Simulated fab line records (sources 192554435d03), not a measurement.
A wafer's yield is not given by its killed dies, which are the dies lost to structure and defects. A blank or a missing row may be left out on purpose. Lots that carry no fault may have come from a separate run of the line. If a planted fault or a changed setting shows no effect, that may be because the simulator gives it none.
2 desks looking at one fault	flow n5 finfet	every desk sees just its own numbers, and what lay behind them comes last

== THE METROLOGY DESK ==
What the gauges read, lot by lot, whatever tool the lot ran on: means of the sampled wafers that have a number. A lot is out of limits, marked OUT, if its mean lies more than 4 standard deviations from the usual mean; the brackets give that distance. Shown here are 7 of its 10 readings, the ones lying furthest out on some lot.
Columns: A = DIBL_N at N5_BEOL_M4_RC_MEAS_101, usual 36.4 mV/V; B = DIBL_P at N5_BEOL_M4_RC_MEAS_101, usual 36.4 mV/V; C = ION_P at N5_BEOL_M4_RC_MEAS_101, usual 463 uA/um; D = SS_N at N5_BEOL_M4_RC_MEAS_101, usual 71.6 mV/dec; E = SS_P at N5_BEOL_M4_RC_MEAS_101, usual 73.3 mV/dec; F = VT_N at N5_BEOL_M4_RC_MEAS_101, usual 250 mV; G = VT_P at N5_BEOL_M4_RC_MEAS_101, usual -250.3 mV
lot	first seen here	A	B	C	D	E	F	G
L962	day 10 06:00	35.2	36.3	458	71.2	73.0	249	-248.4
L965	day 10 07:53	34.6	36.0	465	71.4	72.5	248	-249.9
L966	day 10 13:27	37.5	35.3	470	71.3	73.7	249	-248.1
L969	day 11 09:09	36.3	37.1	459	71.4	73.0	252	-249.1
L970	day 11 17:06	37.6	38.1	455	72.0	73.6	249	-252.9
L972	day 11 17:19	35.4	35.6	459	71.4	73.7	253	-253.7
L973	day 12 11:01	38.5	34.9	463	71.0	73.2	251	-250.2
L982	day 14 15:42	36.6	37.2	470	72.0	73.8	248	-249.5
L983	day 15 06:20	36.3	37.6	467	71.6	72.9	250	-249.1
This desk's finding: nothing out of limits on any of the 9 lots.

== AT THE TOOL OWNER'S DESK: pecvd-03 ==
The tool's own readings at N5_FIN_SAQP_PECVD_47 (deposits a-Si from SiH4/He, target thk 45 nm, time 36.3 s): means of the sampled wafers that have a number, for each lot that ran on this tool. A lot is out of limits, marked OUT, if its mean lies more than 4 standard deviations from the usual mean; the brackets give that distance.
Columns: A = heater power w at N5_FIN_SAQP_PECVD_47, usual 856 W; B = run length s at N5_FIN_SAQP_PECVD_47, usual 72.8 s; C = showerhead plenum p Torr at N5_FIN_SAQP_PECVD_47, usual 5.67 Torr; D = throttle valve pct at N5_FIN_SAQP_PECVD_47, usual 18.5 %
lot	first seen here	A	B	C	D
L965	day 3 04:49	858	72.7	5.66	18.4
L969	day 4 02:38	861	72.9	5.66	18.4
L973	day 5 05:44	828	72.8	5.65	18.4
L982	day 7 09:09	855	68.2 (-8.7) OUT	5.66	18.4
L983	day 7 15:03	865	63.6 (-17) OUT	5.63	18.8
This desk's verdict: out of limits on L982, L983, starting with L982 at day 7 09:09 (run length s at N5_FIN_SAQP_PECVD_47). L965, L969, L973 stayed within limits.

== BROUGHT TOGETHER ==
On L982, L983, at day 7 09:09, an alarm was possible from the tool owner's desk.
Nothing out of limits was seen by the metrology desk.
The metrology desk has L982, L983 on record, within its limits.
Every lot named ran N5_FIN_SAQP_PECVD_47 on pecvd-03.

== WHAT THE SIMULATOR HAD PUT IN ==
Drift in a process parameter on pecvd-03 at N5_FIN_SAQP_PECVD_47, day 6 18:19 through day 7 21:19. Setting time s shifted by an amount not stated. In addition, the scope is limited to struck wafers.
Struck lots among those shown: L982, L983.
Delay in hours, fault start to first out-of-limits reading, by desk: the tool owner's desk at 15.
